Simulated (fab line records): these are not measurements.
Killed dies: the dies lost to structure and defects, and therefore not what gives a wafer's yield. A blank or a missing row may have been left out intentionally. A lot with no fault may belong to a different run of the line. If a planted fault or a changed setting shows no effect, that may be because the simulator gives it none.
Chamber matching :: flow nandHarc :: NHARC_A_CHANNEL_HOLE_D1_ETCH_44 on rieDiel-10 has 4 sister chambers
The step etches the open film in CF4/O2, target depth 140 nm, overetch 14 nm, time 77 s. 22 wafers are shown with their chamber, then 11 later ones without.

== WAFERS PAIRED WITH THEIR CHAMBERS ==
wafer: L079.1
chamber: 2
drypumpMotorCurrentA (A): 5.3
oesProductAu (a.u.): 0.998
rfVppV (V): 196.0

wafer: L079.2
chamber: 3
drypumpMotorCurrentA (A): 5.5
oesProductAu (a.u.): 1.015
rfVppV (V): 196.4

wafer: L079.3
chamber: 1
drypumpMotorCurrentA (A): 5.1
oesProductAu (a.u.): 1.008
rfVppV (V): 198.9

wafer: L079.4
chamber: 0
drypumpMotorCurrentA (A): 5.5
oesProductAu (a.u.): 1.001
rfVppV (V): 196.8

wafer: L079.5
chamber: 1
drypumpMotorCurrentA (A): 5.2
oesProductAu (a.u.): 1.017
rfVppV (V): 201.3

wafer: L079.6
chamber: 2
drypumpMotorCurrentA (A): 5.3
oesProductAu (a.u.): 0.996
rfVppV (V): 197.8

wafer: L083.2
chamber: 2
drypumpMotorCurrentA (A): 5.3
oesProductAu (a.u.): 0.994
rfVppV (V): 197.5

wafer: L083.5
chamber: 2
drypumpMotorCurrentA (A): 5.3
oesProductAu (a.u.): 0.993
rfVppV (V): 197.0

wafer: L083.6
chamber: 3
drypumpMotorCurrentA (A): 5.5
oesProductAu (a.u.): 1.011
rfVppV (V): 197.5

wafer: L081.1
chamber: 2
drypumpMotorCurrentA (A): 5.3
oesProductAu (a.u.): 0.990
rfVppV (V): 198.3

wafer: L081.2
chamber: 1
drypumpMotorCurrentA (A): 5.2
oesProductAu (a.u.): 1.017
rfVppV (V): 198.5

wafer: L081.5
chamber: 0
drypumpMotorCurrentA (A): 5.5
oesProductAu (a.u.): 0.990
rfVppV (V): 198.9

wafer: L087.1
chamber: 2
drypumpMotorCurrentA (A): 5.3
oesProductAu (a.u.): 1.012
rfVppV (V): 197.4

wafer: L087.3
chamber: 3
drypumpMotorCurrentA (A): 5.5
oesProductAu (a.u.): 1.004
rfVppV (V): 196.9

wafer: L087.5
chamber: 0
drypumpMotorCurrentA (A): 5.5
oesProductAu (a.u.): 1.006
rfVppV (V): 198.3

wafer: L089.4
chamber: 0
drypumpMotorCurrentA (A): 5.4
oesProductAu (a.u.): 1.004
rfVppV (V): 197.5

wafer: L089.5
chamber: 2
drypumpMotorCurrentA (A): 5.3
oesProductAu (a.u.): 0.994
rfVppV (V): 196.7

wafer: L089.6
chamber: 1
drypumpMotorCurrentA (A): 5.2
oesProductAu (a.u.): 1.008
rfVppV (V): 199.6

wafer: L090.2
chamber: 0
drypumpMotorCurrentA (A): 5.5
oesProductAu (a.u.): 1.003
rfVppV (V): 197.1

wafer: L090.4
chamber: 1
drypumpMotorCurrentA (A): 5.1
oesProductAu (a.u.): 1.008
rfVppV (V): 198.1

wafer: L090.6
chamber: 0
drypumpMotorCurrentA (A): 5.5
oesProductAu (a.u.): 0.994
rfVppV (V): 197.2

wafer: L092.1
chamber: 1
drypumpMotorCurrentA (A): 5.1
oesProductAu (a.u.): 1.014
rfVppV (V): 198.6

SIGNATURES, as means of the wafers listed above
reading: drypumpMotorCurrentA
chamber 0: 5.483
chamber 1: 5.150
chamber 2: 5.300
chamber 3: 5.500
scatter within a chamber: 0.036

reading: oesProductAu
chamber 0: 0.99967
chamber 1: 1.01200
chamber 2: 0.99671
chamber 3: 1.01000
scatter within a chamber: 0.0061

reading: rfVppV
chamber 0: 197.633
chamber 1: 199.167
chamber 2: 197.243
chamber 3: 196.933
scatter within a chamber: 0.881
Rule: distance of a wafer from a chamber = root of the sum over the readings of ((wafer's reading minus chamber's mean) / reading's scatter) squared. If the next closest chamber is less than 2 further off than the closest, the wafer can't be placed; otherwise it belongs to the closest. The scatter: the root of (the sum of the squares of (reading less its chamber's mean) over the shown wafers, divided by (wafers less chambers)).

== WAFERS WHOSE CHAMBER IS MISSING ==
wafer: L092.3
drypumpMotorCurrentA (A): 5.4
oesProductAu (a.u.): 1.004
rfVppV (V): 197.3

wafer: L092.5
drypumpMotorCurrentA (A): 5.2
oesProductAu (a.u.): 1.014
rfVppV (V): 199.5

wafer: L092.2
drypumpMotorCurrentA (A): 5.3
oesProductAu (a.u.): 0.997
rfVppV (V): 195.6

wafer: L092.4
drypumpMotorCurrentA (A): 5.5
oesProductAu (a.u.): 1.019
rfVppV (V): 197.6

wafer: L092.6
drypumpMotorCurrentA (A): 5.5
oesProductAu (a.u.): 1.014
rfVppV (V): 196.8

wafer: L093.1
drypumpMotorCurrentA (A): 5.3
oesProductAu (a.u.): 0.998
rfVppV (V): 197.3

wafer: L093.2
drypumpMotorCurrentA (A): 5.1
oesProductAu (a.u.): 1.015
rfVppV (V): 199.4

wafer: L093.3
drypumpMotorCurrentA (A): 5.5
oesProductAu (a.u.): 1.000
rfVppV (V): 197.5

wafer: L094.3
drypumpMotorCurrentA (A): 5.5
oesProductAu (a.u.): 1.019
rfVppV (V): 197.1

wafer: L094.4
drypumpMotorCurrentA (A): 5.5
oesProductAu (a.u.): 1.021
rfVppV (V): 197.5

wafer: L094.6
drypumpMotorCurrentA (A): 5.3
oesProductAu (a.u.): 0.993
rfVppV (V): 198.3

== WHICH CHAMBER EACH WENT THROUGH ==
wafer: L092.3
from the rows above: can't be placed: 0 or 3 or 2
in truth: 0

wafer: L092.5
from the rows above: 1
in truth: 1

wafer: L092.2
from the rows above: 2
in truth: 2

wafer: L092.4
from the rows above: can't be placed: 3 or 0
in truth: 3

wafer: L092.6
from the rows above: can't be placed: 3 or 0
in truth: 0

wafer: L093.1
from the rows above: 2
in truth: 2

wafer: L093.2
from the rows above: 1
in truth: 1

wafer: L093.3
from the rows above: can't be placed: 0 or 3
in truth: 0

wafer: L094.3
from the rows above: can't be placed: 3 or 0
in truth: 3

wafer: L094.4
from the rows above: can't be placed: 3 or 0
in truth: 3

wafer: L094.6
from the rows above: 2
in truth: 2
Correctly placed: 5 of 11. Not placeable from these rows: 6 (in 6, the candidates include the true chamber). Number placed wrongly: 0.
